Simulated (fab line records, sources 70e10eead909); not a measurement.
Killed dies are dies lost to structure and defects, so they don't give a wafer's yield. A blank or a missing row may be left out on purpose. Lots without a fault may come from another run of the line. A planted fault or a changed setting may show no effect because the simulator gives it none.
fab line records | flow nand_harc
record lots=7 wafers=21 last_day=24
route steps=1159 shown A_M0@996 END@1159
lots that met no fault: from a run of the same line without faults
start_h: hours from the record's first day to the start of the lot's first wafer shown | wait_h: hours since the lot's step before | " the same as in the row above | L1.1+2: a row that stands for several wafers | - no value, or no start given | * or withheld: withheld | < > ~ a bound
route shown NAME@n: a module of which the file shows steps, and the number in the route of the first | usual: mean/standard deviation of fault-free wafers | same: alike in all rows | chamber/n: place in a boat | sites: the reading at each site | _std_site: their standard deviation | _edge_site: outer sites' mean less inner sites' | radius_mm: how far each site lies from the wafer's centre | mask NAME#n: copy n | behind: the tool/chamber that last shaped the wafer | hold: why the lot was held/for how many hours/how that ended | device: the transistor (n, p or np) that didn't switch | end of line: the same wafers' tests at the end of the route | a step without rows: its recipe alone | killed: dies lost to structure and defects at the first sort, not the wafer's yield | map: a wafer's dies, x killed, . not, _ none there
set.NAME: the setting as run; set.NAME@STEP: as run at that earlier step | model.NAME: the simulator's own value behind a step, which no gauge read
lots at some steps of the route; a table a step, a row a wafer
services: from which hour (start_h, from the record's first day; less than 0 if before it) a tool's chamber was out of use, for how many hours, and why
## steps
# step NHARC_A_M0_HMDS_02
# recipe time_s=30
# step NHARC_A_M0_COAT_33
# recipe temp_c=200 time_s=65
# step NHARC_A_M0_COAT_03
# recipe spin_rpm=1500 resist_thk_nm=90
# step NHARC_A_M0_SOFTBAKE_04
# recipe temp_c=105 time_s=55
# step NHARC_A_M0_EBR_05
# step NHARC_A_M0_EXPOSE_06
# recipe na=1.35 target_cd_nm=80 dose_mj=83.25 mask_id=A_M0
# step NHARC_A_M0_PEB_07
# recipe peb_temp_c=100 peb_time_s=65
# step NHARC_A_M0_DEVELOP_08
# recipe develop_time_s=35 dev_temp_c=23
# step NHARC_A_M0_CD_MEAS_09
# recipe target_cd_nm=80 landing_energy_ev=500
# usual cd_nm=80.1/0.61
# columns lot.wafer tool chamber start_h wait_h cd_nm
L524.3 cd_sem-01 0 438.37 - 80.3
L524.4 " 0 " " 80.4
L524.6 " 0 " " 80.0
L525.2 cd_sem-01 0 444.73 - 79.7
L525.3 " 0 " " 79.5
L525.5 " 0 " " 79.6
L527.3 cd_sem-02 0 453.51 - 80.5
L527.4 " 0 " " 80.3
L527.6 " 0 " " 80.5
L528.1 cd_sem-03 0 458.60 - 78.7
L528.4 " 0 " " 80.5
L528.6 " 0 " " 79.9
L537.2 cd_sem-01 0 513.44 - 79.7
L537.5 " 0 " " 80.0
L537.6 " 0 " " 79.9
L540.1 cd_sem-01 0 530.26 - 79.4
L540.3 " 0 " " 79.5
L540.5 " 0 " " 79.8
L541.2 cd_sem-03 0 542.63 - 81.7
L541.4 " 0 " " 81.1
L541.6 " 0 " " 81.5
# step NHARC_A_M0_OVL_MEAS_10
# recipe pitch_nm=160
# usual overlay_x_nm=0.1/0.83 overlay_y_nm=0.0/1.1
# columns lot.wafer tool chamber start_h wait_h overlay_x_nm overlay_y_nm
L524.3 overlay-02 - 438.46 - 0.1 -0.2
L524.4 " - " " 0.3 -0.9
L524.6 " - " " 0.7 -1.1
L525.2 overlay-02 - 444.82 - 0.0 0.7
L525.3 " - " " 0.6 0.8
L525.5 " - " " 0.5 0.8
L527.3 overlay-02 - 453.60 - -0.1 -0.3
L527.4 " - " " -0.4 -0.1
L527.6 " - " " -0.6 -0.7
L528.1 overlay-01 - 458.68 - -0.3 -0.7
L528.4 " - " " -0.6 -1.1
L528.6 " - " " -0.8 -1.1
L537.2 overlay-01 - 513.53 - 0.0 0.3
L537.5 " - " " 0.3 1.2
L537.6 " - " " 1.2 0.5
L540.1 overlay-01 - 530.35 - -0.1 0.9
L540.3 " - " " 0.1 0.8
L540.5 " - " " 0.0 0.2
L541.2 overlay-01 - 542.71 - -0.2 0.8
L541.4 " - " " 0.4 0.1
L541.6 " - " " 0.3 0.4
# step NHARC_A_M0_INSPECT_11
# usual raw_defect_count=30/11
# columns lot.wafer tool chamber start_h wait_h raw_defect_count
L524.3 defect_inspect-01 - 438.49 0.0 24
L524.4 " - " " 24
L524.6 " - " " 34
L525.2 defect_inspect-02 - 444.85 0.0 29
L525.3 " - " " 38
L525.5 " - " " 20
L527.3 defect_inspect-02 - 453.63 0.0 40
L527.4 " - " " 19
L527.6 " - " " 40
L528.1 defect_inspect-02 - 458.72 0.0 31
L528.4 " - " " 26
L528.6 " - " " 23
L537.2 defect_inspect-02 - 513.56 0.0 34
L537.5 " - " " 38
L537.6 " - " " 35
L540.1 defect_inspect-02 - 530.39 0.0 29
L540.3 " - " " 21
L540.5 " - " " 22
L541.2 defect_inspect-02 - 542.75 0.0 16
L541.4 " - " " 24
L541.6 " - " " 21
# step NHARC_A_M0_DESCUM_14
# recipe time_s=3 o2_flow_sccm=200 ar_flow_sccm=0 bias_power_w=0 chemistry=O2
# usual drypump_motor_current_A=5.63/0.29 oes_product_au=0.999/0.01 rf_vpp_V=57.9/0.71 showerhead_plenum_p_Torr=1.94/0.082 throttle_valve_pct=11.311/0.0089
# columns lot.wafer tool chamber start_h wait_h drypump_motor_current_A oes_product_au rf_hours_counter_h rf_vpp_V showerhead_plenum_p_Torr throttle_valve_pct
L524.3 rie_diel-02 3 438.57 0.1 5.78 0.993 7 57.9 2.06 11.313
L524.4 " 0 " " 5.49 1.005 7 58.9 1.87 11.320
L524.6 " 1 " " 5.76 1.008 - 57.6 1.87 11.317
L525.2 rie_diel-07 2 444.92 0.1 5.32 0.985 3 59.0 1.87 11.312
L525.3 " 3 " " 5.58 0.990 3 57.0 1.91 11.325
L525.5 " 1 " " 5.36 0.997 - 58.6 1.93 11.308
L527.4 rie_diel-02 1 453.69 0.1 5.76 0.995 7 56.5 1.87 11.322
L527.3 " 0 " " 5.45 1.004 8 57.9 1.87 11.316
L527.6 " 1 " " 5.76 1.012 - 57.9 1.87 11.318
L528.1 rie_diel-04 0 458.80 0.1 5.27 0.998 15 58.6 2.04 11.304
L528.4 " 1 " " 5.26 1.003 13 57.2 1.88 11.305
L528.6 " 3 " " 5.17 1.001 - 57.4 1.92 11.306
L537.2 rie_diel-07 2 513.64 0.1 5.35 1.002 6 57.2 1.87 11.312
L537.5 " 1 " " 5.35 0.998 - 57.2 1.93 11.319
L537.6 " 2 " " 5.36 1.000 - 58.5 1.87 11.316
L540.1 rie_diel-04 1 530.47 0.1 5.25 1.017 3 57.7 1.88 11.310
L540.3 " 2 " " 6.52 1.010 3 57.7 1.99 11.297
L540.5 " 0 " " 5.41 0.996 - 58.9 2.04 11.305
L541.4 rie_diel-04 2 542.82 0.1 6.48 0.997 4 58.3 1.99 11.303
L541.2 " 0 " " 5.38 0.993 3 58.3 2.04 11.309
L541.6 " 2 " " 6.44 1.000 - 57.8 1.99 11.298
# step NHARC_A_M0_ETCH_34
# recipe target_depth_a=400 overetch_a=120 time_s=43.94 ion_energy_ev=200 n2_flow_sccm=150 h2_flow_sccm=150 ar_flow_sccm=0 rf_w=400 bias_w=150 chemistry=N2/H2
# usual bias_w=150.0/0.46 chamber_pressure_mTorr=29.996/0.028 drypump_motor_current_A=5.7/0.3 oes_product_au=0.998/0.011 rf_vpp_V=431.1/2.6 showerhead_plenum_p_Torr=2.06/0.09 throttle_valve_pct=14.171/0.0087
# columns lot.wafer tool chamber start_h wait_h bias_w chamber_pressure_mTorr drypump_motor_current_A oes_product_au rf_hours_counter_h rf_vpp_V showerhead_plenum_p_Torr throttle_valve_pct
L524.3 rie_diel-02 1 438.64 0.1 150.7 30.018 5.8 1.002 6 430.3 1.99 14.162
L524.4 " 2 " " 150.0 29.994 5.7 1.018 7 433.1 2.18 14.181
L524.6 " 1 " " 150.4 30.006 5.8 1.002 - 427.4 1.99 14.167
L525.3 rie_diel-07 0 445.00 0.1 - - - - - - - -
L525.2 " 3 " " - - - - - - - -
L525.5 " 0 " " - - - - - - - -
L527.4 rie_diel-02 1 453.79 0.1 - - - - - - - -
L527.3 " 2 " " - - - - - - - -
L527.6 " 0 " " - - - - - - - -
L528.4 rie_diel-04 0 458.88 0.1 - - - - - - - -
L528.1 " 1 " " - - - - - - - -
L528.6 " 3 " " - - - - - - - -
L537.2 rie_diel-07 3 513.73 0.1 150.3 29.923 5.6 0.979 6 431.7 2.04 14.185
L537.5 " 2 " " 151.0 29.992 5.3 0.989 - 428.0 1.99 14.157
L537.6 " 3 " " 150.4 30.013 5.6 0.972 - 432.0 2.04 14.174
L540.3 rie_diel-04 2 530.54 0.1 150.7 29.962 6.5 1.001 3 432.7 2.12 14.161
L540.1 " 0 " " 149.7 30.019 5.4 0.991 3 433.9 2.17 14.173
L540.5 " 1 " " 149.9 30.053 5.3 1.002 - 428.8 2.01 14.164
L541.2 rie_diel-04 0 542.91 0.1 149.9 29.988 5.4 0.984 3 435.2 2.17 14.161
L541.4 " 1 " " 150.3 29.974 5.3 1.007 4 429.1 2.01 14.171
L541.6 " 3 " " 150.3 29.944 5.2 0.991 - 431.0 2.05 14.160
# step NHARC_A_M0_ETCH_15
# recipe target_depth_a=1500 overetch_a=150 time_s=82.5 c4f8_flow_sccm=withheld ar_flow_sccm=400 rf_w=600 bias_w=300 chemistry=C4F8/Ar
# usual bias_w=300.0/0.86 chamber_pressure_mTorr=24.999/0.021 oes_product_au=0.945/0.023 rf_vpp_V=441.6/2.6
# columns lot.wafer tool chamber start_h wait_h bias_w chamber_pressure_mTorr oes_product_au rf_hours_counter_h rf_vpp_V
L524.3 rie_diel-02 3 - - 300.5 24.964 0.916 7 444.2
L524.4 " 0 " " 300.5 24.957 0.917 8 439.3
L524.6 " 2 " " 301.3 25.008 0.937 - 443.6
L525.3 rie_diel-07 2 445.09 0.1 300.5 25.035 0.955 3 438.8
L525.2 " 0 " " 299.6 24.976 0.963 2 435.6
L525.5 " 3 " " 299.5 24.979 0.963 - 441.3
L527.3 rie_diel-02 3 453.87 0.1 300.2 25.005 0.914 8 445.1
L527.4 " 1 " " 300.1 25.005 0.927 7 439.4
L527.6 " 3 " " 300.5 24.985 0.917 - 445.6
L528.1 rie_diel-04 0 458.96 0.1 300.1 25.015 0.913 15 445.2
L528.4 " 2 " " 300.2 25.016 0.907 12 443.6
L528.6 " 0 " " 299.5 24.977 0.930 - 443.8
L537.2 rie_diel-07 3 - - 299.8 25.031 0.904 6 441.9
L537.5 " 1 " " 300.0 25.003 0.908 - 440.4
L537.6 " 2 " " 298.8 25.009 0.932 - 440.1
L540.1 rie_diel-04 2 - - 298.2 24.984 0.969 3 442.4
L540.3 " 0 " " 301.1 24.993 0.956 3 444.6
L540.5 " 1 " " 299.3 24.984 0.982 - 439.7
L541.2 rie_diel-04 0 - - 299.0 24.974 0.964 3 443.7
L541.4 " 2 " " 301.1 24.969 0.955 4 443.8
L541.6 " 3 " " 298.7 25.005 0.970 - 442.6
# step NHARC_END_SORT_01
# recipe temp_c=25
# usual defect_limited_yield=95.4/1.3 killed_at_array=27/8 killed_at_other=0.8/1.2 killed_at_periphery=3.3/2.3 killed_dies=31/8.8 killed_open=3.2/2.1 killed_short=2.1/1.4 sort_bin_2_pct=1.4/0.55 sort_bin_3_pct=0.25/0.2 sort_bin_4_pct=2.9/0.92 sort_n_pass=646/8.8 sort_rim_yield_pct=95.5/2.7 sort_yield_pct=95.4/1.3
# same gross_dies=677 sort_bin_5_pct[%]=0 sort_bin_6_pct[%]=0 sort_bin_7_pct[%]=0 sort_bin_8_pct[%]=0 sort_rim_n_gross=106.00
# columns lot.wafer tool chamber start_h wait_h defect_limited_yield[%] killed_at_array killed_at_other killed_at_periphery killed_dies killed_open killed_short sort_bin_2_pct[%] sort_bin_3_pct[%] sort_bin_4_pct[%] sort_n_pass sort_rim_yield_pct[%] sort_yield_pct[%]
L524.3 prober-01 0 485.00 3.1 95.7 27 0 2 29 6 3 1.8 0.15 2.4 648 96.2 95.7
L524.4 prober-01 0 485.79 3.4 95.1 28 3 2 33 3 3 1.8 0.74 2.4 644 95.3 95.1
L524.6 prober-01 0 487.37 4.0 93.6 39 1 3 43 7 1 1.6 0.15 4.6 634 96.2 93.6
L525.2 prober-01 0 491.95 2.8 0 671 0 6 677 4 3 97.3 0.30 2.4 0 0 0
L525.3 prober-01 0 492.76 3.1 0 670 0 7 677 3 1 96.3 0.30 3.4 0 0 0
L525.5 prober-01 0 494.37 3.7 0 675 0 2 677 0 3 98.1 0.15 1.8 0 0 0
L527.3 prober-02 0 495.59 3.1 0 675 0 2 677 3 1 96.9 0.30 2.8 0 0 0
L527.4 prober-02 0 496.39 3.4 0 670 1 6 677 4 3 95.9 0.30 3.8 0 0 0
L527.6 prober-02 0 498.01 4.0 0 673 2 2 677 5 3 96.0 0.59 3.4 0 0 0
L528.1 prober-01 0 500.63 2.5 0 673 0 4 677 1 2 97.5 0.44 2.1 0 0 0
L528.4 prober-01 0 503.04 3.4 0 672 0 5 677 1 1 97.8 0.15 2.1 0 0 0
L528.6 prober-01 0 504.65 4.0 0 677 0 0 677 4 1 98.2 0 1.8 0 0 0
L537.2 prober-02 0 558.58 2.8 94.8 31 0 4 35 8 2 1.9 0.15 3.1 642 94.3 94.8
L537.5 prober-02 0 561.00 3.7 93.9 37 0 4 41 4 3 2.5 0.89 2.7 636 93.4 93.9
L537.6 prober-02 0 561.80 4.0 95.4 28 0 3 31 4 3 2.1 0.30 2.2 646 91.5 95.4
L540.1 prober-02 0 569.31 2.5 95.3 28 2 2 32 4 2 1.3 0 3.4 645 94.3 95.3
L540.3 prober-02 0 570.91 3.1 96.3 23 0 2 25 1 2 1.3 0.15 2.2 652 99.1 96.3
L540.5 prober-02 0 572.51 3.7 96.2 20 0 6 26 4 2 1.3 0.15 2.4 651 95.3 96.2
# killed by level:class
L524.3 A_SLIT:chamber_film_flake=10 A_CHANNEL_HOLE_D1:chamber_film_flake=9 A_WL_FILL:geometric_particle:short=2 A_CONTACT:geometric_particle:open=2 P_GATE:geometric_particle:open=1 P_M0:geometric_particle:open=1 A_ONON_D1:geometric_particle:open=1 A_SGD_CUT:geometric_particle:short=1
L524.4 A_CHANNEL_HOLE_D1:chamber_film_flake=15 A_SLIT:chamber_film_flake=5 THIN_TSV:chamber_film_flake=3 A_ONON_D1:geometric_particle:open=2 A_CHANNEL_FILL_D1:geometric_particle:short=1 A_CHANNEL_FILL_D1:geometric_particle:open=1 A_WL_FILL:geometric_particle:short=1 A_M0:geometric_particle:short=1
L524.6 A_CHANNEL_HOLE_D1:chamber_film_flake=15 A_SLIT:chamber_film_flake=13 P_GATE:geometric_particle:open=2 A_STAIRCASE:chamber_film_flake=2 A_ONON_D1:geometric_particle:short=1 A_ONON_D1:geometric_particle:open=1 A_CONTACT:geometric_particle:open=1 A_BLC:geometric_particle:open=1
L525.2 A_M0:area_etch=649 A_SLIT:chamber_film_flake=12 A_CHANNEL_HOLE_D1:chamber_film_flake=4 P_BONDPAD:chamber_film_flake=2 A_CONTACT:chamber_film_flake=2 P_STI:geometric_particle:open=1 P_M0:geometric_particle:open=1 P_M1:geometric_particle:short=1
L525.3 A_M0:area_etch=643 A_SLIT:chamber_film_flake=12 A_CONTACT:chamber_film_flake=5 A_CHANNEL_HOLE_D1:chamber_film_flake=4 P_BONDPAD:chamber_film_flake=3 P_GATE:chamber_film_flake=2 A_ZERO_WELL:chamber_film_flake=2 P_CONTACT:geometric_particle:open=1
L525.5 A_M0:area_etch=657 A_SLIT:chamber_film_flake=9 A_CHANNEL_HOLE_D1:chamber_film_flake=3 A_CHANNEL_FILL_D1:chamber_film_flake=2 A_SGD_CUT:geometric_particle:short=1 A_CONTACT:geometric_particle:short=1 A_M0:geometric_particle:short=1 P_GATE:chamber_film_flake=1
L527.3 A_M0:area_etch=644 A_CHANNEL_HOLE_D1:chamber_film_flake=13 A_CONTACT:chamber_film_flake=8 A_CHANNEL_FILL_D1:chamber_film_flake=2 A_STAIRCASE:chamber_film_flake=2 A_WL_FILL:chamber_film_flake=2 P_CONTACT:geometric_particle:open=1 A_CHANNEL_FILL_D1:geometric_particle:open=1
L527.4 A_M0:area_etch=644 A_CHANNEL_HOLE_D1:chamber_film_flake=9 A_CONTACT:chamber_film_flake=5 A_WL_FILL:chamber_film_flake=4 P_ZERO_WELL:chamber_film_flake=3 A_CONTACT:geometric_particle:open=2 P_STI:chamber_film_flake=2 A_ONON_D1:geometric_particle:short=1
L527.6 A_M0:area_etch=631 A_CHANNEL_HOLE_D1:chamber_film_flake=26 A_WL_FILL:chamber_film_flake=3 A_M0:geometric_particle:short=2 A_M1:geometric_particle:open=2 A_CHANNEL_FILL_D1:chamber_film_flake=2 A_STAIRCASE:chamber_film_flake=2 A_CONTACT:chamber_film_flake=2
L528.1 A_M0:area_etch=646 A_CHANNEL_HOLE_D1:chamber_film_flake=19 P_ZERO_WELL:chamber_film_flake=3 A_CONTACT:chamber_film_flake=3 A_ZERO_WELL:chamber_film_flake=2 P_GATE:geometric_particle:short=1 A_CHANNEL_HOLE_D1:geometric_particle:open=1 A_WL_FILL:geometric_particle:short=1
L528.4 A_M0:area_etch=649 A_CHANNEL_HOLE_D1:chamber_film_flake=15 A_CONTACT:chamber_film_flake=6 P_ZERO_WELL:chamber_film_flake=2 P_CONTACT:geometric_particle:open=1 P_M0:geometric_particle:short=1 P_GATE:chamber_film_flake=1 A_ZERO_WELL:chamber_film_flake=1
L528.6 A_M0:area_etch=654 A_CHANNEL_HOLE_D1:chamber_film_flake=12 A_CONTACT:chamber_film_flake=4 A_ONON_D1:geometric_particle:open=1 A_CHANNEL_HOLE_D1:geometric_particle:short=1 A_STAIRCASE:geometric_particle:open=1 A_WL_FILL:geometric_particle:open=1 A_M0:geometric_particle:open=1
L537.2 A_CHANNEL_HOLE_D1:chamber_film_flake=12 A_CONTACT:chamber_film_flake=5 A_ZERO_WELL:chamber_film_flake=4 P_M0:geometric_particle:open=2 A_CONTACT:geometric_particle:open=2 A_STAIRCASE:chamber_film_flake=2 P_GATE:geometric_particle:open=1 A_SOURCE_PLATE:geometric_particle:short=1
L537.5 A_CHANNEL_HOLE_D1:chamber_film_flake=19 A_CONTACT:chamber_film_flake=8 A_CONTACT:geometric_particle:open=2 P_STI:chamber_film_flake=2 A_STAIRCASE:chamber_film_flake=2 A_ONON_D1:geometric_particle:open=1 A_WL_FILL:geometric_particle:short=1 A_BLC:geometric_particle:short=1
L537.6 A_CHANNEL_HOLE_D1:chamber_film_flake=15 A_STAIRCASE:chamber_film_flake=3 A_CONTACT:chamber_film_flake=3 A_CONTACT:geometric_particle:open=2 P_STI:chamber_film_flake=2 P_STI:geometric_particle:short=1 A_ONON_D1:geometric_particle:open=1 A_CHANNEL_FILL_D1:geometric_particle:short=1
L540.1 A_CONTACT:chamber_film_flake=11 A_CHANNEL_HOLE_D1:chamber_film_flake=9 P_M0:geometric_particle:open=1 A_ONON_D1:geometric_particle:short=1 A_CHANNEL_FILL_D1:geometric_particle:open=1 A_CONTACT:geometric_particle:short=1 A_CONTACT:geometric_particle:open=1 P_M0:chamber_film_flake=1
L540.3 A_CHANNEL_HOLE_D1:chamber_film_flake=12 A_CONTACT:chamber_film_flake=3 A_CHANNEL_FILL_D1:chamber_film_flake=2 A_SLIT:chamber_film_flake=2 A_ONON_D1:geometric_particle:open=1 A_WL_FILL:geometric_particle:short=1 A_CONTACT:geometric_particle:short=1 P_GATE:chamber_film_flake=1
L540.5 A_CONTACT:chamber_film_flake=8 A_CHANNEL_HOLE_D1:chamber_film_flake=8 P_GATE:geometric_particle:open=2 P_M0:geometric_particle:short=1 P_M0:geometric_particle:open=1 A_CONTACT:geometric_particle:open=1 A_M0:geometric_particle:short=1 P_STI:chamber_film_flake=1
# map L525.2 (x killed, . not)
____________x____________
_________xxxxxxx_________
_______xxxxxxxxxxx_______
______xxxxxxxxxxxxx______
_____xxxxxxxxxxxxxxx_____
____xxxxxxxxxxxxxxxxx____
____xxxxxxxxxxxxxxxxx____
___xxxxxxxxxxxxxxxxxxx___
___xxxxxxxxxxxxxxxxxxx___
__xxxxxxxxxxxxxxxxxxxxx__
__xxxxxxxxxxxxxxxxxxxxx__
_xxxxxxxxxxxxxxxxxxxxxxx_
_xxxxxxxxxxxxxxxxxxxxxxx_
_xxxxxxxxxxxxxxxxxxxxxxx_
_xxxxxxxxxxxxxxxxxxxxxxx_
_xxxxxxxxxxxxxxxxxxxxxxx_
xxxxxxxxxxxxxxxxxxxxxxxxx
xxxxxxxxxxxxxxxxxxxxxxxxx
xxxxxxxxxxxxxxxxxxxxxxxxx
xxxxxxxxxxxxxxxxxxxxxxxxx
xxxxxxxxxxxxxxxxxxxxxxxxx
_xxxxxxxxxxxxxxxxxxxxxxx_
_xxxxxxxxxxxxxxxxxxxxxxx_
_xxxxxxxxxxxxxxxxxxxxxxx_
_xxxxxxxxxxxxxxxxxxxxxxx_
_xxxxxxxxxxxxxxxxxxxxxxx_
__xxxxxxxxxxxxxxxxxxxxx__
__xxxxxxxxxxxxxxxxxxxxx__
___xxxxxxxxxxxxxxxxxxx___
___xxxxxxxxxxxxxxxxxxx___
____xxxxxxxxxxxxxxxxx____
____xxxxxxxxxxxxxxxxx____
_____xxxxxxxxxxxxxxx_____
______xxxxxxxxxxxxx______
_______xxxxxxxxxxx_______
_________xxxxxxx_________
____________x____________
# map L527.3 (x killed, . not)
____________x____________
_________xxxxxxx_________
_______xxxxxxxxxxx_______
______xxxxxxxxxxxxx______
_____xxxxxxxxxxxxxxx_____
____xxxxxxxxxxxxxxxxx____
____xxxxxxxxxxxxxxxxx____
___xxxxxxxxxxxxxxxxxxx___
___xxxxxxxxxxxxxxxxxxx___
__xxxxxxxxxxxxxxxxxxxxx__
__xxxxxxxxxxxxxxxxxxxxx__
_xxxxxxxxxxxxxxxxxxxxxxx_
_xxxxxxxxxxxxxxxxxxxxxxx_
_xxxxxxxxxxxxxxxxxxxxxxx_
_xxxxxxxxxxxxxxxxxxxxxxx_
_xxxxxxxxxxxxxxxxxxxxxxx_
xxxxxxxxxxxxxxxxxxxxxxxxx
xxxxxxxxxxxxxxxxxxxxxxxxx
xxxxxxxxxxxxxxxxxxxxxxxxx
xxxxxxxxxxxxxxxxxxxxxxxxx
xxxxxxxxxxxxxxxxxxxxxxxxx
_xxxxxxxxxxxxxxxxxxxxxxx_
_xxxxxxxxxxxxxxxxxxxxxxx_
_xxxxxxxxxxxxxxxxxxxxxxx_
_xxxxxxxxxxxxxxxxxxxxxxx_
_xxxxxxxxxxxxxxxxxxxxxxx_
__xxxxxxxxxxxxxxxxxxxxx__
__xxxxxxxxxxxxxxxxxxxxx__
___xxxxxxxxxxxxxxxxxxx___
___xxxxxxxxxxxxxxxxxxx___
____xxxxxxxxxxxxxxxxx____
____xxxxxxxxxxxxxxxxx____
_____xxxxxxxxxxxxxxx_____
______xxxxxxxxxxxxx______
_______xxxxxxxxxxx_______
_________xxxxxxx_________
____________x____________
## services
# columns tool chamber start_h hours kind
rie_diel-04 0 420.72 - clean
rie_diel-04 1 420.72 - clean
rie_diel-04 2 420.72 - clean
rie_diel-04 3 420.72 - clean
rie_diel-04 3 435.95 5.2 repair
rie_diel-04 0 445.22 - clean
rie_diel-04 1 445.22 - clean
rie_diel-04 2 445.22 - clean
rie_diel-04 3 445.22 - clean
rie_diel-07 1 452.43 3.9 repair
rie_diel-04 - 466.22 9.0 pm
rie_diel-04 0 466.22 9.0 vent_cycle
rie_diel-04 1 466.22 9.0 vent_cycle
rie_diel-04 2 466.22 9.0 vent_cycle
rie_diel-04 3 466.22 9.0 vent_cycle
rie_diel-04 0 475.22 - clean
rie_diel-04 1 475.22 - clean
rie_diel-04 2 475.22 - clean
rie_diel-04 3 475.22 - clean
rie_diel-04 0 499.72 - clean
rie_diel-04 1 499.72 - clean
rie_diel-02 1 501.19 7.4 repair
rie_diel-02 - 504.70 9.0 pm
rie_diel-07 0 508.92 10.8 repair
## key
first_sign step=NHARC_A_M0_ETCH_34 reading=tool_record direction=missing
effect step=NHARC_END_SORT_01 reading=sort_bin_2_pct direction=up sigmas=99+ usual=1.4 struck=97.1
more_kills_born_at NHARC_A_M0_ETCH_34@rie_diel-07=1949 NHARC_A_M0_ETCH_34@rie_diel-04=1949 NHARC_A_M0_ETCH_34@rie_diel-02=1919
met_at NHARC_A_M0_ETCH_34
struck_wafers L525.2,L525.3,L525.5,L527.3,L527.4,L527.6,L528.1,L528.4,L528.6
later_rows_left_out L525.2,L525.3,L525.5,L527.3,L527.4,L527.6,L528.1,L528.4,L528.6
onset_between 438.64 445.00
fault kind=skipped_step_whole tool=rie_diel-02,rie_diel-04,rie_diel-07 chamber=- onset_h=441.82 steps=NHARC_A_M0_ETCH_34 scope=struck_lots_only
# later_rows_left_out: the simulator's readings of these wafers behind a module that went badly wrong aren't trusted and aren't shown, but for the sort
